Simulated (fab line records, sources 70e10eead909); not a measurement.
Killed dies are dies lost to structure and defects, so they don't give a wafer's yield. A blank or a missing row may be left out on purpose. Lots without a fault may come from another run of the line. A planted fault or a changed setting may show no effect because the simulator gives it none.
fab line records | flow nand_harc
record lots=6 wafers=18 last_day=33
route steps=1302 shown P_M1@315 P_M2@318 END@1302
lots that met no fault: from a run of the same line without faults
start_h: hours from the record's first day to the start of the lot's first wafer shown | wait_h: hours since the lot's step before | " the same as in the row above | L1.1+2: a row that stands for several wafers | - no value, or no start given | * or withheld: withheld | < > ~ a bound
route shown NAME@n: a module of which the file shows steps, and the number in the route of the first | usual: mean/standard deviation of fault-free wafers | same: alike in all rows | chamber/n: place in a boat | sites: the reading at each site | _std_site: their standard deviation | _edge_site: outer sites' mean less inner sites' | radius_mm: how far each site lies from the wafer's centre | mask NAME#n: copy n | behind: the tool/chamber that last shaped the wafer | hold: why the lot was held/for how many hours/how that ended | device: the transistor (n, p or np) that didn't switch | end of line: the same wafers' tests at the end of the route | a step without rows: its recipe alone | killed: dies lost to structure and defects at the first sort, not the wafer's yield | map: a wafer's dies, x killed, . not, _ none there
set.NAME: the setting as run; set.NAME@STEP: as run at that earlier step | model.NAME: the simulator's own value behind a step, which no gauge read
lots at some steps of the route; a table a step, a row a wafer
services: from which hour (start_h, from the record's first day; less than 0 if before it) a tool's chamber was out of use, for how many hours, and why
## steps
# step NHARC_P_M1_INSPECT_27
# usual raw_defect_count=295/100
# columns lot.wafer tool chamber start_h wait_h raw_defect_count
L590.1 defect_inspect-02 - 157.33 0.0 421
L590.2 " - " " 471
L590.5 " - " " 541
L594.1 defect_inspect-01 - 199.50 0.0 113
L594.3 " - " " 316
L594.5 " - " " 190
L601.2 defect_inspect-01 - 278.58 0.0 176
L601.3 " - " " 203
L601.6 " - " " 238
L603.2 defect_inspect-02 - 290.30 0.0 294
L603.3 " - " " 282
L603.4 " - " " 269
L606.1 defect_inspect-01 - 316.28 0.0 137
L606.2 " - " " 146
L606.5 " - " " 467
L607.3 defect_inspect-01 - 328.24 0.0 212
L607.5 " - " " 235
L607.6 " - " " 344
# step NHARC_P_M1_PRE_CLEAN_32
# recipe time_s=12 temp_c=370 rf_power_w=300 gas=NH3
# usual heater_power_w=611/75
# columns lot.wafer tool chamber start_h wait_h heater_power_w
L590.1 pecvd-04 1 157.41 0.1 748
L590.2 " 2 " " 718
L590.5 " 0 " " 641
L594.1 pecvd-01 0 199.58 0.1 647
L594.3 " 2 " " 609
L594.5 " 2 " " 631
L601.2 pecvd-02 1 278.64 0.1 527
L601.3 " 2 " " 569
L601.6 " 1 " " 532
L603.3 pecvd-04 1 290.37 0.1 753
L603.2 " 2 " " 658
L603.4 " 1 " " 764
L606.1 pecvd-02 1 316.35 0.1 589
L606.2 " 2 " " 582
L606.5 " 1 " " 590
L607.3 pecvd-01 1 328.33 0.1 574
L607.6 " 2 " " 658
L607.5 " 0 " " 676
# step NHARC_P_M1_DEP_33
# recipe target_thk_a=300 temp_c=370 target_thk_nm=30 pressure_torr=3 flow_sccm=200 rf_w=450 material=SiCN
# usual heater_power_w=557/75
# columns lot.wafer tool chamber start_h wait_h heater_power_w
L590.1 pecvd-04 1 157.51 0.1 705
L590.2 " 2 " " 621
L590.5 " 0 " " 591
L594.1 pecvd-01 0 199.75 0.1 615
L594.3 " 2 " " 605
L594.5 " 2 " " 595
L601.2 pecvd-02 1 278.72 0.1 453
L601.3 " 2 " " 534
L601.6 " 1 " " 473
L603.3 pecvd-04 1 290.45 0.1 688
L603.2 " 2 " " 607
L603.4 " 1 " " 673
L606.1 pecvd-02 1 316.43 0.1 496
L606.2 " 2 " " 517
L606.5 " 1 " " 487
L607.3 pecvd-01 1 328.47 0.1 544
L607.6 " 2 " " 617
L607.5 " 0 " " 591
# step NHARC_P_M2_DEP_00
# recipe target_thk_a=1825 target_thk_nm=182.5 temp_c=withheld pressure_torr=5 flow_sccm=200 rf_w=600 material=SiOC
# step NHARC_P_M2_DEHYDRATE_01
# recipe temp_c=150 time_s=120
# step NHARC_P_M2_HMDS_02
# recipe time_s=30
# step NHARC_P_M2_COAT_34
# recipe temp_c=200 time_s=65
# step NHARC_P_M2_COAT_03
# recipe spin_rpm=1500 resist_thk_nm=90
# step NHARC_P_M2_SOFTBAKE_04
# recipe temp_c=105 time_s=55
# step NHARC_P_M2_EBR_05
# step NHARC_P_M2_EXPOSE_06
# recipe na=1.35 target_cd_nm=170 dose_mj=80.78 mask_id=P_M2
# step NHARC_P_M2_PEB_07
# recipe peb_temp_c=100 peb_time_s=65
# columns lot.wafer tool chamber start_h wait_h
L590.1+2+5 litho_track-04 0 158.63 0.1
L594.1+3+5 litho_track-06 0 200.99 0.1
L601.2+3+6 litho_track-06 0 279.87 0.1
L603.2+3+4 litho_track-06 0 291.61 0.1
L606.1+2+5 litho_track-04 0 317.57 0.1
L607.3+5+6 litho_track-01 0 329.40 0.0
# step NHARC_P_M2_DEVELOP_08
# recipe develop_time_s=35 dev_temp_c=23
# step NHARC_P_M2_CD_MEAS_09
# recipe target_cd_nm=170 landing_energy_ev=500
# usual cd_nm=170.3/0.51
# columns lot.wafer tool chamber start_h wait_h cd_nm
L590.1 cd_sem-03 0 158.71 - 170.6
L590.2 " 0 " " 170.2
L590.5 " 0 " " 169.8
L594.1 cd_sem-03 0 201.06 - 170.0
L594.3 " 0 " " 169.9
L594.5 " 0 " " 170.5
L601.2 cd_sem-03 0 279.95 - 171.0
L601.3 " 0 " " 172.0
L601.6 " 0 " " 172.2
L603.2 cd_sem-02 0 291.69 - 171.8
L603.3 " 0 " " 171.9
L603.4 " 0 " " 172.8
L606.1 cd_sem-02 0 317.65 - 170.1
L606.2 " 0 " " 170.0
L606.5 " 0 " " 170.0
L607.3 cd_sem-02 0 329.48 - 169.9
L607.5 " 0 " " 169.7
L607.6 " 0 " " 169.3
# step NHARC_P_M2_OVL_MEAS_10
# recipe pitch_nm=340
# usual overlay_x_nm=0.0/0.97 overlay_y_nm=0.1/0.87
# columns lot.wafer tool chamber start_h wait_h overlay_x_nm overlay_y_nm
L590.1 overlay-02 - 158.80 - 0.3 -0.8
L590.2 " - " " 0.1 -1.3
L590.5 " - " " 0.8 -0.6
L594.1 overlay-01 - 201.15 - -1.9 1.6
L594.3 " - " " -1.4 1.9
L594.5 " - " " -1.5 1.7
L601.2 overlay-02 - 280.04 - -0.5 0.5
L601.3 " - " " -0.6 -0.2
L601.6 " - " " -1.1 -0.3
L603.2 overlay-02 - 291.78 - -1.1 -0.1
L603.3 " - " " -0.9 -0.2
L603.4 " - " " -1.1 0.2
L606.1 overlay-01 - 317.74 - 0.5 1.3
L606.2 " - " " 0.5 0.8
L606.5 " - " " 1.0 1.1
L607.3 overlay-02 - 329.57 - 0.9 -0.7
L607.5 " - " " 1.0 -0.1
L607.6 " - " " 0.9 -0.5
# step NHARC_P_M2_INSPECT_11
# usual raw_defect_count=5.1/3
# columns lot.wafer tool chamber start_h wait_h raw_defect_count
L590.1 defect_inspect-02 - 158.83 0.0 2
L590.2 " - " " 3
L590.5 " - " " 6
L594.1 defect_inspect-02 - 201.19 0.0 2
L594.3 " - " " 0
L594.5 " - " " 6
L601.2 defect_inspect-02 - 280.07 0.0 2
L601.3 " - " " 4
L601.6 " - " " 5
L603.2 defect_inspect-02 - 291.82 0.0 7
L603.3 " - " " 0
L603.4 " - " " 3
L606.1 defect_inspect-01 - 317.77 0.0 3
L606.2 " - " " 2
L606.5 " - " " 6
L607.3 defect_inspect-02 - 329.60 0.0 6
L607.5 " - " " 7
L607.6 " - " " 5
# step NHARC_P_M2_DESCUM_14
# recipe time_s=3 o2_flow_sccm=200 ar_flow_sccm=0 bias_power_w=0 chemistry=O2
# usual drypump_motor_current_A=5.8/0.4 oes_product_au=1.003/0.011 rf_vpp_V=57.6/0.93 showerhead_plenum_p_Torr=1.89/0.095 throttle_valve_pct=11.312/0.0095
# columns lot.wafer tool chamber start_h wait_h drypump_motor_current_A oes_product_au rf_hours_counter_h rf_vpp_V showerhead_plenum_p_Torr throttle_valve_pct model.P_M2.cd_nm
L590.2 rie_diel-07 3 158.89 0.1 5.2 1.008 0.7 58.5 2.05 11.321 170.2
L590.1 " 2 " " 5.9 0.995 0.7 57.0 1.97 11.327 169.9
L590.5 " 0 " " 5.8 1.009 - 58.5 2.00 11.300 170.6
L594.3 rie_diel-03 3 201.26 0.1 6.6 0.992 3.1 58.2 1.89 11.325 169.9
L594.1 " 1 " " 4.9 0.999 2.9 57.9 1.83 11.310 170.8
L594.5 " 2 " " 5.7 0.999 - 57.6 1.80 11.314 170.9
L601.2 rie_diel-07 1 280.14 0.1 6.2 1.015 10.3 58.3 2.02 11.301 170.6
L601.3 " 2 " " 5.9 0.989 10.7 57.8 1.97 11.312 171.4
L601.6 " 1 " " 6.2 1.016 - 58.4 2.02 11.311 171.2
L603.3 rie_diel-01 1 291.88 0.1 5.9 0.997 3.8 57.9 1.79 11.312 172
L603.2 " 2 " " 5.6 1.014 3.5 58.1 1.79 11.310 172.6
L603.4 " 3 " " 6.0 1.006 3.3 57.1 1.80 11.312 172.2
L606.1 rie_diel-01 3 317.84 0.1 6.0 1.013 3.9 57.0 1.80 11.318 170.4
L606.2 " 0 " " 5.9 0.972 4.0 57.6 1.88 11.298 171
L606.5 " 3 " " 6.0 1.021 - 57.0 1.80 11.319 169.7
L607.3 rie_diel-03 1 329.67 0.1 4.8 0.992 1.9 56.4 1.83 11.294 170.3
L607.5 " 0 " " 5.2 1.005 - 58.4 1.83 11.284 170.6
L607.6 " 1 " " 4.8 1.003 - 56.7 1.83 11.304 169.7
# step NHARC_P_M2_ETCH_35
# recipe target_depth_a=400 overetch_a=120 time_s=43.94 ion_energy_ev=200 n2_flow_sccm=150 h2_flow_sccm=150 ar_flow_sccm=0 rf_w=400 bias_w=150 chemistry=N2/H2
# usual drypump_motor_current_A=5.8/0.4 oes_product_au=1.003/0.01 rf_vpp_V=430/3.1 showerhead_plenum_p_Torr=2.01/0.11 throttle_valve_pct=14.172/0.0087
# columns lot.wafer tool chamber start_h wait_h drypump_motor_current_A oes_product_au rf_hours_counter_h rf_vpp_V showerhead_plenum_p_Torr throttle_valve_pct
L590.1 rie_diel-07 2 158.98 0.1 5.9 0.991 0.7 433 2.11 14.180
L590.2 " 3 " " 5.2 0.996 0.7 435 2.19 14.168
L590.5 " 2 " " 5.9 0.995 - 432 2.11 14.180
L594.1 rie_diel-03 1 201.35 0.1 4.8 1.013 2.9 427 1.95 14.163
L594.3 " 2 " " 5.7 1.016 3.7 426 1.91 14.166
L594.5 " 3 " " 6.6 1.002 - 431 2.01 14.170
L601.2 rie_diel-07 3 280.22 0.1 5.2 0.997 10.9 433 2.19 14.169
L601.3 " 2 " " 5.9 0.987 10.7 432 2.10 14.183
L601.6 " 0 " " 5.8 0.999 - 432 2.13 14.177
L603.3 rie_diel-01 2 291.96 0.1 5.7 1.014 3.6 427 1.91 14.161
L603.4 " 3 " " 6.0 1.009 3.3 428 1.92 14.181
L603.2 " 1 " " 5.9 1.000 3.8 427 1.91 14.184
L606.2 rie_diel-01 2 317.93 0.1 5.7 1.012 4.1 427 1.91 14.182
L606.1 " 3 " " 6.0 1.009 3.9 427 1.92 14.153
L606.5 " 0 " " 6.0 0.979 - 429 2.01 14.165
L607.3 rie_diel-03 0 329.77 0.1 5.2 1.010 1.7 430 1.95 14.165
L607.5 " 1 " " 4.8 1.011 - 429 1.95 14.176
L607.6 " 2 " " 5.7 1.021 - 427 1.91 14.172
# step NHARC_P_M2_ETCH_15
# recipe target_depth_a=1825 time_s=91.2 c4f8_flow_sccm=withheld ar_flow_sccm=400 rf_w=600 bias_w=300 chemistry=C4F8/Ar
# usual oes_product_au=0.939/0.022 rf_vpp_V=439.9/2.9
# columns lot.wafer tool chamber start_h wait_h oes_product_au rf_hours_counter_h rf_vpp_V
L590.2 rie_diel-07 1 - - 0.943 0.6 442.3
L590.1 " 2 " " 0.917 0.7 441.8
L590.5 " 2 " " 0.922 - 441.2
L594.3 rie_diel-03 1 - - 0.928 3.0 438.0
L594.1 " 3 " " 0.936 3.1 441.5
L594.5 " 0 " " 0.939 - 439.7
L601.2 rie_diel-07 0 - - 0.935 10.6 443.7
L601.3 " 2 " " 0.915 10.8 442.6
L601.6 " 0 " " 0.933 - 443.3
L603.4 rie_diel-01 0 - - 0.943 3.5 440.6
L603.2 " 1 " " 0.932 3.8 437.8
L603.3 " 2 " " 0.960 3.6 435.8
L606.2 rie_diel-01 1 - - 0.978 4.3 437.9
L606.1 " 0 " " 0.959 4.0 440.0
L606.5 " 2 " " 0.976 - 437.7
L607.3 rie_diel-03 3 - - 0.935 1.3 439.8
L607.5 " 2 " " 0.930 - 438.1
L607.6 " 3 " " 0.926 - 441.0
# step NHARC_P_M2_CD_MEAS_16
# usual cd_nm=170.3/0.88
# columns lot.wafer tool chamber start_h wait_h cd_nm
L590.1 cd_sem-03 - 159.20 - 169.5
L590.2 " - " " 169.3
L590.5 " - " " 169.5
L594.1 cd_sem-01 - 201.55 - 170.7
L594.3 " - " " 169.0
L594.5 " - " " 171.4
L601.2 cd_sem-03 - 280.44 - 170.0
L601.3 " - " " 170.9
L601.6 " - " " 170.9
L603.2 cd_sem-03 - 292.19 - 172.8
L603.3 " - " " 172.5
L603.4 " - " " 172.2
L606.1 cd_sem-02 - 318.14 - 170.2
L606.2 " - " " 171.2
L606.5 " - " " 169.8
L607.3 cd_sem-01 - 329.97 - 169.4
L607.5 " - " " 170.5
L607.6 " - " " 169.2
# step NHARC_P_M2_STRIP_18
# recipe power_w=1000 n2_flow_sccm=150 h2_flow_sccm=150 ar_flow_sccm=0 bias_w=0 chemistry=N2/H2
# usual drypump_motor_current_A=5.8/0.45 oes_product_au=1.001/0.011 rf_vpp_V=90.4/1 showerhead_plenum_p_Torr=1.98/0.084 throttle_valve_pct=14.171/0.0083
# columns lot.wafer tool chamber start_h wait_h drypump_motor_current_A oes_product_au rf_hours_counter_h rf_vpp_V showerhead_plenum_p_Torr throttle_valve_pct
L590.2 rie_diel-03 3 159.27 0.1 6.6 0.996 2.1 92.4 2.01 14.177
L590.1 " 2 " " 5.7 0.995 2.4 89.4 1.91 14.178
L590.5 " 3 " " 6.6 0.996 - 92.4 2.02 14.165
L594.1 rie_diel-01 1 201.63 0.1 5.9 1.009 8.7 90.1 1.91 14.160
L594.3 " 0 " " 5.9 0.992 8.8 90.8 2.01 14.167
L594.5 " 2 " " 5.7 0.999 - 90.2 1.91 14.171
L601.3 rie_diel-01 0 280.51 0.1 5.9 1.003 3.4 90.7 2.01 14.181
L601.2 " 2 " " 5.7 1.010 3.5 91.7 1.91 14.169
L601.6 " 1 " " 5.9 1.009 - 90.9 1.91 14.167
L603.2 rie_diel-01 1 292.26 0.1 6.0 0.994 3.8 90.0 1.91 14.164
L603.3 " 2 " " 5.6 1.010 3.6 88.2 1.91 14.168
L603.4 " 3 " " 6.0 1.007 3.4 88.3 1.92 14.174
L606.2 rie_diel-03 3 318.26 0.1 6.6 0.998 0.6 92.1 2.01 14.170
L606.1 " 0 " " 5.2 0.998 0.7 90.3 1.95 14.180
L606.5 " 1 " " 4.8 0.988 - 91.6 1.95 14.174
L607.3 rie_diel-03 3 330.04 0.1 6.6 1.015 1.4 89.1 2.01 14.170
L607.5 " 3 " " 6.6 1.003 - 89.4 2.01 14.169
L607.6 " 0 " " 5.2 1.015 - 89.9 1.95 14.174
# step NHARC_P_M2_ETCH_28
# recipe target_depth_a=300 over_etch_frac=0.3 time_s=72.99 ion_energy_ev=150 cf4_flow_sccm=50 n2_flow_sccm=100 ar_flow_sccm=150 rf_w=300 bias_w=100 chemistry=CF4/N2
# usual cf4_flow_sccm=50.03/0.15 drypump_motor_current_A=5.7/0.47 oes_product_au=1.001/0.01 rf_vpp_V=312.9/2 showerhead_plenum_p_Torr=2.55/0.1 throttle_valve_pct=19.795/0.009
# same over_etch_frac=0.3
# columns lot.wafer tool chamber start_h wait_h cf4_flow_sccm drypump_motor_current_A oes_product_au rf_hours_counter_h rf_vpp_V showerhead_plenum_p_Torr throttle_valve_pct model.P_M2.cd_nm
L590.1 rie_diel-03 3 - - 49.95 6.6 0.984 2.2 313.1 2.60 19.799 169.8
L590.2 " 1 " " 50.14 4.8 0.994 1.7 312.6 2.52 19.785 170.3
L590.5 " 2 " " 50.18 5.7 1.006 - 312.5 2.48 19.786 170
L594.1 rie_diel-01 3 - - 49.94 6.0 1.001 8.9 312.7 2.48 19.785 169.3
L594.3 " 1 " " 50.00 5.9 0.997 8.8 311.5 2.47 19.799 169.2
L594.5 " 3 " " 50.12 6.0 1.008 - 312.4 2.48 19.809 170.8
L601.3 rie_diel-03 0 280.76 - 50.09 5.2 1.005 6.5 312.6 2.52 19.791 170.7
L601.2 " 2 " " 50.14 5.7 1.000 6.9 311.2 2.47 19.797 169.4
L601.6 " 1 " " 50.37 4.8 0.995 - 312.2 2.52 19.777 171.5
L603.4 rie_diel-01 2 - - 50.01 5.7 1.004 3.7 310.9 2.47 19.798 172.1
L603.2 " 3 " " 50.05 6.1 1.015 3.4 312.5 2.48 19.792 172.2
L603.3 " 0 " " 49.99 5.9 0.986 3.6 314.1 2.59 19.811 171.8
L606.1 rie_diel-03 2 - - 49.93 5.7 1.002 0.7 311.3 2.47 19.782 170.3
L606.2 " 1 " " 50.04 4.9 0.996 0.8 311.8 2.52 19.808 171.4
L606.5 " 2 " " 50.35 5.7 1.013 - 311.0 2.47 19.786 170.2
L607.3 rie_diel-03 2 - - 50.04 5.7 1.011 1.5 309.7 2.47 19.817 169.1
L607.5 " 1 " " 50.10 4.8 1.008 - 311.8 2.52 19.796 170.3
L607.6 " 2 " " 50.23 5.7 1.017 - 312.2 2.47 19.795 169.3
# step NHARC_P_M2_STRIP_19
# recipe time_s=600 temp_c=30 chemistry=post_etch_residue_remover
# step NHARC_END_SORT_01
# recipe temp_c=25
# usual defect_limited_yield=90.6/2.6 killed_at_array=58/18 killed_at_other=1.0/1.5 killed_at_periphery=4/3.1 killed_dies=64/18 killed_open=3.4/1.9 killed_short=2.7/1.7
# same gross_dies=677
# columns lot.wafer tool chamber start_h wait_h defect_limited_yield[%] killed_at_array killed_at_other killed_at_periphery killed_dies killed_open killed_short
L603.2 prober-01 0 744.18 2.8 88.0 75 1 5 81 4 5
L603.4 prober-01 0 745.81 3.4 90.0 67 0 1 68 1 3
# killed by level:class
L603.2 A_CHANNEL_HOLE_D1:chamber_film_flake=29 A_CHANNEL_HOLE_D2:chamber_film_flake=22 A_CONTACT:chamber_film_flake=6 A_STAIRCASE:chamber_film_flake=4 A_SLIT:chamber_film_flake=3 P_STI:chamber_film_flake=2 A_CHANNEL_FILL_D1:chamber_film_flake=2 P_GATE:geometric_particle:open=1
L603.4 A_CHANNEL_HOLE_D1:chamber_film_flake=27 A_CHANNEL_HOLE_D2:chamber_film_flake=17 A_SLIT:chamber_film_flake=6 A_CONTACT:chamber_film_flake=6 A_STAIRCASE:chamber_film_flake=4 A_CHANNEL_FILL_D2:geometric_particle:short=2 A_CHANNEL_FILL_D1:chamber_film_flake=2 A_ONON_D1:geometric_particle:short=1
## services
# columns tool chamber start_h hours kind
rie_diel-03 0 137.80 - clean
rie_diel-03 1 137.80 - clean
litho_track-01 - 155.00 7.0 pm
rie_diel-03 - 159.69 21.3 repair
litho_track-06 - 179.00 7.0 pm
pecvd-02 - 180.46 1.0 repair
pecvd-01 1 185.57 14.4 repair
pecvd-02 - 200.81 1.3 repair
rie_diel-03 2 202.87 11.6 repair
litho_track-04 - 203.00 7.0 pm
rie_diel-01 - 203.90 9.0 pm
pecvd-04 - 217.67 0.6 repair
pecvd-02 - 227.32 13.0 pm
rie_diel-07 1 256.65 3.3 repair
pecvd-04 - 269.00 13.0 pm
rie_diel-03 0 269.32 4.4 repair
pecvd-02 - 277.12 0.7 repair
rie_diel-01 - 280.73 0.5 repair
rie_diel-03 - 281.30 9.0 pm
rie_diel-07 - 294.20 9.0 pm
pecvd-01 - 311.85 13.0 pm
pecvd-04 - 321.97 77.1 repair
rie_diel-03 0 324.13 2.9 repair
litho_track-01 - 330.00 7.0 pm
## key
first_sign step=NHARC_P_M2_CD_MEAS_09 reading=cd_nm direction=up sigmas=3.3 usual=170.3 struck=172.0
effect step=NHARC_P_M2_CD_MEAS_16 reading=cd_nm direction=up sigmas=1.4 usual=170.3 struck=171.6
model_effect step=NHARC_P_M2_DESCUM_14 value=P_M2.cd_nm without=170.1 struck=171.7
model_effect step=NHARC_P_M2_ETCH_28 value=P_M2.cd_nm without=169.7 struck=171.3
met_at NHARC_P_M2_PEB_07
struck_wafers L601.2,L601.3,L601.6,L603.2,L603.3,L603.4
onset_between 200.99 279.87
fault kind=process_parameter_drift tool=litho_track-06 chamber=- onset_h=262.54 steps=NHARC_P_M2_PEB_07 channel=peb_time_s offset=* shape=step end_h=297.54 acts_in=* stated=*
